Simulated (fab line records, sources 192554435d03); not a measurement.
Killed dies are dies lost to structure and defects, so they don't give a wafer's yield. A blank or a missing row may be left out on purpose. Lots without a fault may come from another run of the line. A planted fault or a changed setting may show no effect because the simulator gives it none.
fab line records | flow n5_finfet
record lots=6 wafers=18 last_day=19
route steps=1938 shown HKMG_FIN@445 BEOL_M4@1111
lots that met no fault: from a run of the same line without faults
start_h: hours from the record's first day to the start of the lot's first wafer shown | wait_h: hours since the lot's step before | " the same as in the row above | L1.1+2: a row that stands for several wafers | - no value, or no start given | * or withheld: withheld | < > ~ a bound
route shown NAME@n: a module of which the file shows steps, and the number in the route of the first | usual: mean/standard deviation of fault-free wafers | same: alike in all rows | chamber/n: place in a boat | sites: the reading at each site | _std_site: their standard deviation | _edge_site: outer sites' mean less inner sites' | radius_mm: how far each site lies from the wafer's centre | mask NAME#n: copy n | behind: the tool/chamber that last shaped the wafer | hold: why the lot was held/for how many hours/how that ended | device: the transistor (n, p or np) that didn't switch | end of line: the same wafers' tests at the end of the route | a step without rows: its recipe alone | killed: dies lost to structure and defects at the first sort, not the wafer's yield | map: a wafer's dies, x killed, . not, _ none there
set.NAME: the setting as run; set.NAME@STEP: as run at that earlier step | model.NAME: the simulator's own value behind a step, which no gauge read
lots at some steps of the route; a table a step, a row a wafer
services: from which hour (start_h, from the record's first day; less than 0 if before it) a tool's chamber was out of use, for how many hours, and why
## steps
# step N5_HKMG_FIN_STRIP_89
# recipe chemistry=N2/H2 material=SOC time_s=20 power_w=500 temp_c=40 pressure_mtorr=50 rf_frequency_hz=6e+07 bias_power_w=8 h2_frac=0.5 n2_flow_sccm=300 h2_flow_sccm=300
# usual drypump_motor_current_A=5.8/0.49 oes_product_au=0.76/0.092 rf_vpp_V=54.1/0.97 showerhead_plenum_p_Torr=3.32/0.11 throttle_valve_pct=19.1/0.41
# columns lot.wafer tool chamber start_h wait_h drypump_motor_current_A oes_product_au rf_hours_counter_h rf_vpp_V showerhead_plenum_p_Torr throttle_valve_pct
L519.2 rie_diel-04 1 90.68 0.0 6.4 0.67 223 52.4 3.46 19.3
L519.3 " 2 " " 5.6 0.73 165 54.2 3.21 19.4
L519.6 " 0 " " 6.0 0.78 - 54.2 3.39 19.6
L521.2 rie_diel-03 1 103.14 0.0 5.2 0.71 227 55.5 3.46 19.1
L521.5 " 1 " " 5.2 0.70 - 54.7 3.46 19.1
L521.6 " 2 " " 5.3 0.80 - 54.7 3.25 18.8
L524.2 rie_diel-01 0 122.99 0.0 6.4 0.73 172 53.6 3.46 19.2
L524.5 " 1 " " 5.8 0.93 - 53.1 3.30 18.8
L524.6 " 0 " " 6.5 0.73 - 54.6 3.46 19.2
L531.2 rie_diel-03 3 165.14 0.0 6.5 0.72 201 53.8 3.48 19.3
L531.4 " 2 " " 5.3 0.78 115 52.3 3.24 18.8
L531.5 " 3 " " 6.5 0.73 - 54.8 3.48 19.3
L535.3 rie_diel-01 1 187.56 0.0 5.7 0.90 27 55.4 3.29 18.8
L535.4 " 3 " " 6.0 0.92 34 54.2 3.26 18.2
L535.5 " 0 " " 6.4 0.71 - 53.4 3.45 19.2
L539.1 rie_diel-03 0 216.46 0.0 5.7 0.67 240 54.6 3.20 19.2
L539.3 " 1 " " 5.1 0.94 5 55.5 3.44 18.7
L539.6 " 0 " " 5.7 0.67 - 54.1 3.20 19.2
# step N5_HKMG_FIN_WET_ETCH_87
# recipe chemistry=SC1 target=TiN mix=1:2:40 temp_c=50 time_s=154.2 target_depth_nm=4.7 dry=ipa_marangoni rinse_time_s=30 rinse_temp_c=23
# step N5_HKMG_FIN_STRIP_88
# recipe chemistry=N2/H2 power_w=2500 temp_c=300 h2_frac=0.65 time_s=360 pressure_mtorr=withheld n2_flow_sccm=1750 h2_flow_sccm=3250
# step N5_HKMG_FIN_NWFM_ALD_20
# recipe material=TiAlC target_thk_a=20 temp_c=300 ald_precursor_family=TiCl4 ald_co_reactant=TEA pulse_time_s=3 purge_time_s=2 co_reactant_purge_time_s=2 co_reactant_pulse_time_s=10 ald_cycles=7 pressure_torr=3
# step N5_HKMG_FIN_ALD_71
# recipe material=TiN target_thk_a=10 temp_c=400 ald_precursor_family=TiCl4 ald_co_reactant=NH3 pulse_time_s=1 purge_time_s=3 co_reactant_purge_time_s=2 co_reactant_pulse_time_s=2 ald_cycles=47 pressure_torr=3
# step N5_HKMG_FIN_COAT_66
# recipe resist=SOC temp_c=250 time_s=60 spin_rpm=1500 resist_thk_nm=300
# step N5_HKMG_FIN_ETCH_67
# recipe chemistry=N2/H2 target=SOC target_depth_a=3889 stop_on=TiN ion_energy_ev=100 bias_w=61 pressure_mtorr=30 source_w=850 n2_flow_sccm=200 h2_flow_sccm=200
# usual drypump_motor_current_A=5.8/0.49 oes_product_au=0.76/0.092 rf_vpp_V=240.4/1.3 showerhead_plenum_p_Torr=2.51/0.086 throttle_valve_pct=17.8/0.31
# columns lot.wafer tool chamber start_h wait_h drypump_motor_current_A oes_product_au rf_hours_counter_h rf_vpp_V showerhead_plenum_p_Torr throttle_valve_pct
L519.2 rie_diel-04 3 91.77 - 5.2 0.72 202 239.0 2.41 17.6
L519.3 " 1 " " 6.4 0.67 224 242.5 2.63 17.9
L519.6 " 2 " " 5.6 0.73 - 240.1 2.43 18.0
L521.2 rie_diel-01 3 104.16 - 5.9 0.97 6 239.7 2.48 17.1
L521.5 " 3 " " 5.9 0.97 - 240.3 2.48 17.1
L521.6 " 1 " " 5.8 0.98 - 239.8 2.50 17.7
L524.2 rie_diel-04 1 124.07 - 6.4 0.66 236 241.9 2.62 17.9
L524.5 " 0 " " 6.0 0.77 - 240.7 2.56 18.2
L524.6 " 3 " " 5.2 0.71 - 238.4 2.40 17.6
L531.2 rie_diel-03 2 166.20 - 5.3 0.76 115 240.0 2.45 17.5
L531.4 " 3 " " 6.5 0.71 201 241.7 2.64 18.0
L531.5 " 1 " " 5.2 0.67 - 240.6 2.61 17.9
L535.3 rie_diel-04 2 188.58 - 5.6 0.71 186 238.8 2.42 18.1
L535.4 " 0 " " 6.0 0.74 135 240.7 2.55 18.3
L535.5 " 2 " " 5.6 0.71 - 240.5 2.42 18.0
L539.1 rie_diel-03 0 217.47 - 5.6 0.66 241 238.9 2.42 18.0
L539.3 " 1 " " 5.2 0.94 6 240.6 2.61 17.4
L539.6 " 1 " " 5.2 0.94 - 240.8 2.61 17.4
# step N5_HKMG_FIN_STRIP_90
# recipe chemistry=N2/H2 material=SOC time_s=20 power_w=500 temp_c=40 pressure_mtorr=50 rf_frequency_hz=6e+07 bias_power_w=8 h2_frac=0.5 n2_flow_sccm=300 h2_flow_sccm=300
# usual drypump_motor_current_A=5.8/0.48 oes_product_au=0.76/0.097 rf_vpp_V=54.1/0.87 showerhead_plenum_p_Torr=3.32/0.11 throttle_valve_pct=19.1/0.43
# columns lot.wafer tool chamber start_h wait_h drypump_motor_current_A oes_product_au rf_hours_counter_h rf_vpp_V showerhead_plenum_p_Torr throttle_valve_pct
L519.2 rie_diel-04 3 91.83 0.0 5.2 0.71 202 54.1 3.19 18.7
L519.3 " 1 " " 6.4 0.67 224 54.5 3.46 19.2
L519.6 " 2 " " 5.6 0.72 - 55.5 3.21 19.4
L521.2 rie_diel-01 3 104.22 0.0 6.0 1.00 7 54.5 3.27 18.2
L521.5 " 3 " " 6.0 0.99 - 54.9 3.27 18.2
L521.6 " 1 " " 5.8 0.99 - 53.2 3.30 18.8
L524.2 rie_diel-04 1 124.13 0.0 6.4 0.67 236 54.6 3.46 19.3
L524.5 " 0 " " 6.0 0.78 - 55.1 3.38 19.6
L524.6 " 3 " " 5.2 0.70 - 55.9 3.18 18.7
L531.2 rie_diel-03 2 166.26 0.0 5.3 0.77 115 54.4 3.24 18.8
L531.4 " 3 " " 6.5 0.72 201 54.6 3.48 19.3
L531.5 " 1 " " 5.2 0.68 - 53.5 3.45 19.1
L535.3 rie_diel-04 2 188.64 0.0 5.6 0.71 187 53.6 3.20 19.4
L535.4 " 0 " " 6.0 0.76 135 55.3 3.37 19.6
L535.5 " 2 " " 5.6 0.71 - 53.7 3.20 19.4
L539.1 rie_diel-03 0 217.53 0.0 5.6 0.67 241 54.0 3.20 19.2
L539.3 " 1 " " 5.2 0.94 6 54.2 3.44 18.7
L539.6 " 1 " " 5.2 0.95 - 55.4 3.44 18.7
# step N5_HKMG_FIN_WET_ETCH_73
# recipe chemistry=SC1 mix=1:2:40 temp_c=50 time_s=42.3 target_depth_nm=1.3 dry=ipa_marangoni rinse_time_s=30 rinse_temp_c=23
# step N5_HKMG_FIN_ETCHBACK_68
# recipe chemistry=Cl2/Ar stop_on=HfO2 target_depth_a=5 pressure_mtorr=10 icp_w=600 bias_w=60 Cl2_flow_sccm=40 Ar_flow_sccm=60
# usual drypump_motor_current_A=5.3/0.37 mfc_cl2_sccm=40.00/0.12 oes_product_au=0.75/0.13 throttle_valve_pct=20.9/0.38
# columns lot.wafer tool chamber start_h wait_h drypump_motor_current_A mfc_cl2_sccm oes_product_au rf_hours_counter_h throttle_valve_pct
L519.2 rie_metal-03 0 91.99 0.0 5.0 40.07 0.94 2 20.5
L519.3 " 1 " " 5.4 40.11 0.83 - 20.8
L519.6 " 1 " " 5.4 40.05 0.83 - 20.8
L521.2 rie_metal-03 0 104.38 0.0 5.1 40.01 0.93 3 20.5
L521.5 " 0 " " 5.0 39.87 0.94 - 20.5
L521.6 " 1 " " 5.3 39.97 0.82 - 20.8
L524.2 rie_metal-02 0 124.30 0.0 5.9 39.86 0.80 26 20.3
L524.5 " 1 " " 5.1 40.18 0.91 - 20.8
L524.6 " 0 " " 5.9 40.18 0.80 - 20.3
L531.2 rie_metal-02 0 166.42 0.0 5.9 40.09 0.78 30 20.3
L531.4 " 1 " " 5.1 40.04 0.89 - 20.8
L531.5 " 0 " " 5.9 40.08 0.79 - 20.3
L535.3 rie_metal-03 1 188.84 0.1 5.4 39.81 0.81 - 20.8
L535.4 " 0 " " 5.0 40.12 0.88 - 20.5
L535.5 " 0 " " 5.0 39.97 0.88 - 20.5
L539.1 rie_metal-02 1 217.69 0.0 5.1 39.84 0.87 15 20.9
L539.3 " 0 " " 5.9 39.98 0.78 - 20.3
L539.6 " 1 " " 5.1 39.89 0.87 - 20.9
# step N5_HKMG_FIN_STRIP_69
# recipe chemistry=N2/H2 power_w=2500 temp_c=300 h2_frac=0.65 time_s=360 pressure_mtorr=withheld n2_flow_sccm=1750 h2_flow_sccm=3250
# usual drypump_motor_current_A=5.89/0.19 heater_power_w=461/41
# columns lot.wafer tool chamber start_h wait_h drypump_motor_current_A heater_power_w rf_hours_counter_h
L519.2 plasma_asher-02 1 92.13 0.1 5.61 520 81
L519.3 " 1 " " 5.60 526 -
L519.6 " 1 " " 5.62 526 -
L521.2 plasma_asher-01 1 104.52 0.1 5.81 414 41
L521.5 " 1 " " 5.81 416 -
L521.6 " 0 " " 6.03 492 -
L524.2 plasma_asher-01 1 124.44 0.1 5.78 414 45
L524.5 " 0 " " 6.05 481 -
L524.6 " 1 " " 5.79 423 -
L531.2 plasma_asher-02 1 166.56 0.1 5.62 524 91
L531.4 " 1 " " 5.64 512 -
L531.5 " 0 " " 6.11 424 -
L535.3 plasma_asher-02 0 189.06 0.2 6.17 430 -
L535.4 " 1 " " 5.60 508 -
L535.5 " 1 " " 5.60 527 -
L539.1 plasma_asher-01 0 217.83 0.1 6.01 498 65
L539.3 " 1 " " 5.80 423 -
L539.6 " 0 " " 6.02 471 -
# step N5_HKMG_FIN_ALD_21
# recipe material=TiN target_thk_a=15 temp_c=400 ald_precursor_family=TiCl4 ald_co_reactant=NH3 pulse_time_s=1 purge_time_s=3 co_reactant_purge_time_s=2 co_reactant_pulse_time_s=2 ald_cycles=68 pressure_torr=3
# step N5_HKMG_FIN_ALD_72
# recipe material=W target_thk_a=20 temp_c=300 pressure_torr=7.5 ald_precursor_family=WF6 ald_co_reactant=B2H6 pulse_time_s=1 purge_time_s=2 co_reactant_purge_time_s=2 co_reactant_pulse_time_s=3 ald_cycles=7
# usual ald_cycles=7/0 heater_power_w=481/32 precursor_pulse_height_rel=1.001/0.021
# same pulse_time_s=1
# columns lot.wafer tool chamber start_h wait_h ald_cycles heater_power_w precursor_pulse_height_rel model.W_of_HKMG_FIN_ALD_72.thk_nm
L519.2 cvd_w-01 0 92.87 0.2 7 492 1.010 2.2
L519.3 " 0 " " 7 481 1.016 2
L519.6 " 0 " " 7 501 0.997 2
L521.2 cvd_w-02 0 105.27 0.2 5 455 1.028 1.6
L521.5 " 0 " " 5 461 0.996 1.6
L521.6 " 1 " " 5 450 0.992 1.4
L524.2 cvd_w-02 1 125.18 0.2 5 458 0.974 1.4
L524.5 " 0 " " 5 469 1.009 1.4
L524.6 " 1 " " 5 447 1.032 1.4
L531.2 cvd_w-01 1 167.30 0.2 7 538 0.978 2
L531.4 " 0 " " 7 493 1.015 2
L531.5 " 1 " " 7 529 1.006 2
L535.3 cvd_w-02 0 189.71 0.2 7 466 0.999 2
L535.4 " 1 " " 7 444 0.970 2
L535.5 " 0 " " 7 461 1.044 1.8
L539.1 cvd_w-01 1 218.58 0.2 7 529 1.012 2
L539.3 " 1 " " 7 538 0.990 2
L539.6 " 1 " " 7 537 0.965 1.8
# step N5_HKMG_FIN_W_FILL_22
# recipe material=W target_thk_a=600 temp_c=400 pressure_torr=39.4 time_s=18.2
# step N5_BEOL_M4_RC_MEAS_101
# usual DIBL_N=35.8/1.7 DIBL_P=35.3/2 IOFF_N=0.150/0.026 IOFF_P=0.194/0.029 ION_N=667/11 ION_P=456/7.1 SS_N=71.4/0.65 SS_P=73.1/0.64 VT_N=251/3 VT_P=-252/3.2
# columns lot.wafer tool chamber start_h wait_h DIBL_N[mV/V] DIBL_P[mV/V] IOFF_N[nA/um] IOFF_P[nA/um] ION_N[uA/um] ION_P[uA/um] SS_N[mV/dec] SS_P[mV/dec] VT_N[mV] VT_P[mV]
L519.2 prober-02 0 224.13 0.2 36.6 36.3 0.150 0.207 657 454 70.9 72.7 251 -250
L519.3 " 0 " " 36.6 35.7 0.155 0.195 669 455 71.6 73.1 248 -253
L519.6 " 0 " " 37.6 37.1 0.176 0.219 673 456 71.3 73.2 247 -250
L521.2 prober-02 0 244.41 0.2 37.8 36.6 0.176 0.210 681 463 71.4 73.4 250 -248
L521.5 " 0 " " 37.0 35.5 0.159 0.197 662 454 71.0 72.3 248 -251
L521.6 " 0 " " 37.0 36.2 0.160 0.199 673 455 72.0 73.4 251 -251
L524.2 prober-02 0 270.14 0.2 30.0 30.1 0.088 0.135 649 450 70.0 71.1 256 -256
L524.5 " 0 " " 35.2 37.6 0.169 0.223 689 469 71.3 72.4 245 -250
L524.6 " 0 " " 35.3 37.3 0.169 0.235 680 470 71.1 73.3 248 -245
L531.2 prober-01 0 317.83 0.2 37.3 35.9 0.184 0.223 687 468 71.8 73.1 247 -251
L531.4 " 0 " " 38.2 34.3 0.182 0.198 672 448 72.7 73.5 250 -253
L531.5 " 0 " " 39.5 36.2 0.226 0.231 674 453 72.9 73.8 246 -248
L535.3 prober-02 0 327.51 0.3 37.2 37.2 0.165 0.194 671 452 72.0 73.4 253 -255
L535.4 " 0 " " 35.3 34.5 0.134 0.157 660 449 72.2 73.7 254 -255
L535.5 " 0 " " 36.5 35.8 0.159 0.191 658 443 72.0 73.5 253 -253
L539.1 prober-02 0 347.58 0.0 36.7 35.5 0.155 0.222 672 466 71.4 73.3 251 -249
L539.3 " 0 " " 37.9 36.6 0.179 0.236 676 468 71.4 74.4 248 -250
L539.6 " 0 " " 38.9 37.1 0.201 0.247 681 461 71.9 73.6 247 -248
## services
# columns tool chamber start_h hours kind
rie_diel-03 3 86.91 5.4 repair
rie_diel-01 0 100.51 13.7 repair
cvd_w-01 - 102.18 5.4 repair
rie_metal-02 1 102.76 13.0 repair
rie_diel-04 2 110.41 45.9 repair
rie_diel-04 - 115.75 0.4 repair
cvd_w-02 - 123.85 0.4 repair
cvd_w-01 - 133.92 4.0 repair
plasma_asher-02 - 140.98 21.8 repair
rie_diel-04 1 156.64 - clean
rie_diel-04 1 156.64 - consumable_replace:focus_ring
rie_diel-04 1 156.64 21.8 scheduled_down
rie_diel-04 1 156.64 21.8 vent_cycle
rie_diel-04 0 159.67 9.2 repair
rie_diel-04 3 166.89 6.3 repair
rie_diel-03 1 182.04 - clean
rie_diel-03 1 182.04 - consumable_replace:focus_ring
rie_diel-03 1 182.04 21.0 scheduled_down
rie_diel-03 1 182.04 21.0 vent_cycle
cvd_w-02 - 182.53 0.4 repair
plasma_asher-01 - 188.63 5.5 repair
cvd_w-02 0 191.56 6.3 repair
rie_diel-01 2 196.01 16.2 repair
rie_metal-02 - 204.92 0.7 repair
## key
first_sign step=N5_HKMG_FIN_ALD_72 reading=ald_cycles direction=down sigmas=99+ usual=* struck=*
effect none on later readings
model_effect step=N5_HKMG_FIN_ALD_72 value=W_of_HKMG_FIN_ALD_72.thk_nm without=2.033 struck=1.467
met_at N5_HKMG_FIN_ALD_72
struck_wafers L521.2,L521.5,L521.6,L524.2,L524.5,L524.6
fault kind=process_parameter_drift tool=cvd_w-02 chamber=- onset_h=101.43 steps=N5_HKMG_FIN_ALD_72 channel=ald_cycles offset=* shape=step end_h=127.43 stated=*
